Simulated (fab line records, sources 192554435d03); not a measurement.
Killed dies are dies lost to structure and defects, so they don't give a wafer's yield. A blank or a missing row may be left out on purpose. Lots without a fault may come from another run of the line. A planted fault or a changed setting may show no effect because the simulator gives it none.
Split-lot experiment | flow n5_finfet | 7 lots, 21 wafers read, on a route of 1938 steps

THE SPLIT
At N5_BEOL_M4_COAT_73 (time 60 s, resist thk 5 nm), the setting spin_rpm was moved away from the recipe's 1500 rpm on 5 of the 21 wafers read, by -7.1% to +9.8%. The other wafers ran this setting at the recipe's value.

FROM THE SPLIT TO THE READING: what the file shows between them, 3 steps
- N5_BEOL_M4_COAT_05: resist thk 30 nm
- N5_BEOL_M4_EBR_07
- N5_BEOL_M4_DESCUM_16: chemistry O2, time 7 s

THE READING
etch.depth_nm (the simulator's own value, which no gauge read), in nm, at N5_BEOL_M4_ETCH_74 (etches underlayer in N2/H2, target depth 6.5 nm, time 5.2 s). The file gives no usual value for it. The 16 wafers here that ran the recipe average 5.003 nm, standard deviation 0.011 nm.

wafer  | tool, chamber at the split | spin_rpm as run, rpm | against the recipe | etch.depth_nm, nm | against lot-mates on the recipe
L079.3 | litho_track-01, 0          | 1500                 | recipe             | 5.009             | -
L079.5 | litho_track-01, 0          | 1500                 | recipe             | 5.004             | -
L079.6 | litho_track-01, 0          | 1500                 | recipe             | 4.995             | -
L086.2 | litho_track-01, 0          | 1500                 | recipe             | 5                 | -
L086.3 | litho_track-01, 0          | 1421                 | -5.3%              | 5.147             | +0.147
L086.6 | litho_track-01, 0          | 1421                 | -5.3%              | 5.144             | +0.144
L088.2 | litho_track-05, 0          | 1500                 | recipe             | 5.014             | -
L088.4 | litho_track-05, 0          | 1500                 | recipe             | 5.002             | -
L088.6 | litho_track-05, 0          | 1500                 | recipe             | 5.006             | -
L091.1 | litho_track-01, 0          | 1500                 | recipe             | 5.016             | -
L091.4 | litho_track-01, 0          | 1500                 | recipe             | 5.006             | -
L091.6 | litho_track-01, 0          | 1500                 | recipe             | 5.024             | -
L092.1 | litho_track-02, 0          | 1394                 | -7.1%              | 5.177             | +0.192
L092.3 | litho_track-02, 0          | 1500                 | recipe             | 4.988             | -
L092.6 | litho_track-02, 0          | 1500                 | recipe             | 4.982             | -
L095.2 | litho_track-02, 0          | 1500                 | recipe             | 5.006             | -
L095.4 | litho_track-02, 0          | 1500                 | recipe             | 5.001             | -
L095.5 | litho_track-02, 0          | 1500                 | recipe             | 5.01              | -
L097.3 | litho_track-05, 0          | 1647                 | +9.8%              | 4.748             | -0.240
L097.4 | litho_track-05, 0          | 1500                 | recipe             | 4.988             | -
L097.5 | litho_track-05, 0          | 1647                 | +9.8%              | 4.758             | -0.230

THE FIT
A straight line over all 21 wafers: etch.depth_nm changes by -0.0257 nm for each +1% of spin_rpm; r = -0.99; the points scatter about the line by 0.01 nm.
The same after taking each lot's own level away (the mean of its wafers on the recipe; 21 wafers): -0.0252 nm for each +1%; r = -1.00; scatter 0.0075 nm.
On that fit, the largest move of spin_rpm shifts the reading by 0.25 nm.
The lots' own levels span 4.9850 to 5.0153 nm, that is 2.9 times the standard deviation above.
So the lot-to-lot level changes the slope little: the two slopes agree.
Check: with one of the wafers moved furthest among these (+9.8%) left out of the fit, the line predicts -0.246 nm for it against its lot-mates. It came out at -0.24 nm against them.

OTHER SPLITS ON THESE WAFERS
These wafers also went through other splits before the reading. Each is held against what the fit with the lots' levels taken away leaves over:
other split on the same wafers | wafers away from the commonest value | r with etch.depth_nm (lot level and that fit taken away)
N5_BEOL_M3_EXPOSE_08 dose_mj   | 7                                    | +0.36
N5_BEOL_M3_DEP_57 time_s       | 9                                    | +0.28

THE FILE'S OWN FIT
etch.depth_nm changes by -0.0255 nm for each +1% of spin_rpm, r = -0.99.
